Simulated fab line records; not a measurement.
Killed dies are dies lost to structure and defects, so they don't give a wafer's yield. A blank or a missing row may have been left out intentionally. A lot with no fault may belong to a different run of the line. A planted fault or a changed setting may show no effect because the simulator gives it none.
Lot-split experiment | flow n5_finfet | route with 1938 steps; 7 lots, 39 wafers read

THE SPLIT ITSELF
At N5_BEOL_M6_ALD_77 (deposits TaN, target thk 2 nm, pulse time 2 s, purge time 3 s), the setting ald_cycles was moved away from the recipe's 40 on 15 of the 39 wafers read, by +30.0% to +60.0%. The other wafers ran this setting at the recipe's value.

The reading is taken at the split's own step.

THE READING
TaN_of_BEOL_M6_ALD_77.thk_nm (the simulator's own value, which no gauge read), in nm, at N5_BEOL_M6_ALD_77 (deposits TaN, target thk 2 nm, pulse time 2 s, purge time 3 s). The file does not state a usual value for it.

wafer  | tool, chamber at the split | ald_cycles as run | against the recipe | TaN_of_BEOL_M6_ALD_77.thk_nm, nm | against lot-mates on the recipe
L075.1 | ald_metal-04, 0,1,2        | 40                | recipe             | 2                                | -
L075.2 | ald_metal-04, 0,1,2        | 40                | recipe             | 2                                | -
L075.4 | ald_metal-04, 0,1,2        | 40                | recipe             | 2                                | -
L075.3 | ald_metal-04, 3,1          | 54                | +35.0%             | 2.8                              | +0.8
L075.6 | ald_metal-04, 3,1          | 54                | +35.0%             | 2.8                              | +0.8
L075.5 | ald_metal-04, 2            | 54                | +35.0%             | 2.6                              | +0.6
L076.1 | ald_metal-03, 3,1,2        | 56                | +40.0%             | 2.8                              | +0.8
L076.2 | ald_metal-03, 3,1,2        | 56                | +40.0%             | 2.8                              | +0.8
L076.4 | ald_metal-03, 3,1,2        | 56                | +40.0%             | 2.8                              | +0.8
L076.3 | ald_metal-03, 0,0,1        | 40                | recipe             | 2                                | -
L076.5 | ald_metal-03, 0,0,1        | 40                | recipe             | 2                                | -
L076.6 | ald_metal-03, 0,0,1        | 40                | recipe             | 2                                | -
L085.1 | ald_metal-04, 2,1,3        | 40                | recipe             | 2                                | -
L085.2 | ald_metal-04, 2,1,3        | 40                | recipe             | 2                                | -
L085.4 | ald_metal-04, 2,1,3        | 40                | recipe             | 2                                | -
L085.3 | ald_metal-04, 0,1,2        | 64                | +60.0%             | 3.2                              | +1.2
L085.5 | ald_metal-04, 0,1,2        | 64                | +60.0%             | 3.2                              | +1.2
L085.6 | ald_metal-04, 0,1,2        | 64                | +60.0%             | 3.2                              | +1.2
L089.1 | ald_metal-03, 3,2,0        | 40                | recipe             | 2                                | -
L089.2 | ald_metal-03, 3,2,0        | 40                | recipe             | 2                                | -
L089.3 | ald_metal-03, 3,2,0        | 40                | recipe             | 2                                | -
L092.1 | ald_metal-01, 3,1,0        | 40                | recipe             | 2                                | -
L092.2 | ald_metal-01, 3,1,0        | 40                | recipe             | 2                                | -
L092.4 | ald_metal-01, 3,1,0        | 40                | recipe             | 2                                | -
L092.3 | ald_metal-01, 2,3,0        | 52                | +30.0%             | 2.6                              | +0.6
L092.5 | ald_metal-01, 2,3,0        | 52                | +30.0%             | 2.6                              | +0.6
L092.6 | ald_metal-01, 2,3,0        | 52                | +30.0%             | 2.6                              | +0.6
L095.1 | ald_metal-01, 3,0,2,1,2,1  | 40                | recipe             | 2                                | -
L095.2 | ald_metal-01, 3,0,2,1,2,1  | 40                | recipe             | 2                                | -
L095.3 | ald_metal-01, 3,0,2,1,2,1  | 40                | recipe             | 2                                | -
L095.4 | ald_metal-01, 3,0,2,1,2,1  | 40                | recipe             | 2                                | -
L095.5 | ald_metal-01, 3,0,2,1,2,1  | 40                | recipe             | 2                                | -
L095.6 | ald_metal-01, 3,0,2,1,2,1  | 40                | recipe             | 2                                | -
L097.1 | ald_metal-04, 1,1,2        | 40                | recipe             | 2                                | -
L097.5 | ald_metal-04, 1,1,2        | 40                | recipe             | 2                                | -
L097.6 | ald_metal-04, 1,1,2        | 40                | recipe             | 2                                | -
L097.2 | ald_metal-04, 3,2,0        | 53                | +32.5%             | 2.6                              | +0.6
L097.3 | ald_metal-04, 3,2,0        | 53                | +32.5%             | 2.6                              | +0.6
L097.4 | ald_metal-04, 3,2,0        | 53                | +32.5%             | 2.6                              | +0.6
Where a row lists several chambers, the file gives one row for several wafers and doesn't say which wafer went through which chamber.

FIT RESULTS
A straight line over all 39 wafers: TaN_of_BEOL_M6_ALD_77.thk_nm changes by +0.02 nm for each +1% of ald_cycles; r = +1.00; the points scatter about the line by 0.032 nm.
The same after taking each lot's own level away (the mean of its wafers on the recipe; 39 wafers): +0.02 nm for each +1%; r = +1.00; scatter 0.032 nm.
On that fit, the largest move of ald_cycles shifts the reading by 1.2 nm.
The lots' own levels span 2.00 to 2.00 nm.
Hence the lot-to-lot level has little effect on the slope; both slopes agree.
Check: for one of the wafers moved furthest among these (+60.0%), held out of the fit, the line's prediction against its lot-mates is +1.2 nm. It came out at +1.2 nm against them.

THESE WAFERS: OTHER SPLITS
Before the reading, these wafers also passed through other splits. Each is held against what the fit with the lots' levels taken away leaves over:
other split on the same wafers                  | wafers away from the commonest value | r with TaN_of_BEOL_M6_ALD_77.thk_nm (lot level and that fit taken away)
N5_SD_EPI_N_DEVELOP_08 develop_time_s           | 12                                   | +0.17
N5_HKMG_FIN_ETCH_55 time_s                      | 12                                   | +0.01
N5_MOL_CONTACT_COAG_ETCHBACK_136 target_depth_a | 15                                   | +0.01
N5_BEOL_M0_SAQP_ETCH_106 target_depth_a         | 6                                    | -0.23
N5_BEOL_M3_TRENCH_ETCH_37 time_s                | 9                                    | +0.22

THE FILE'S OWN FIT
TaN_of_BEOL_M6_ALD_77.thk_nm changes by +0.0199 nm for each +1% of ald_cycles, r = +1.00.
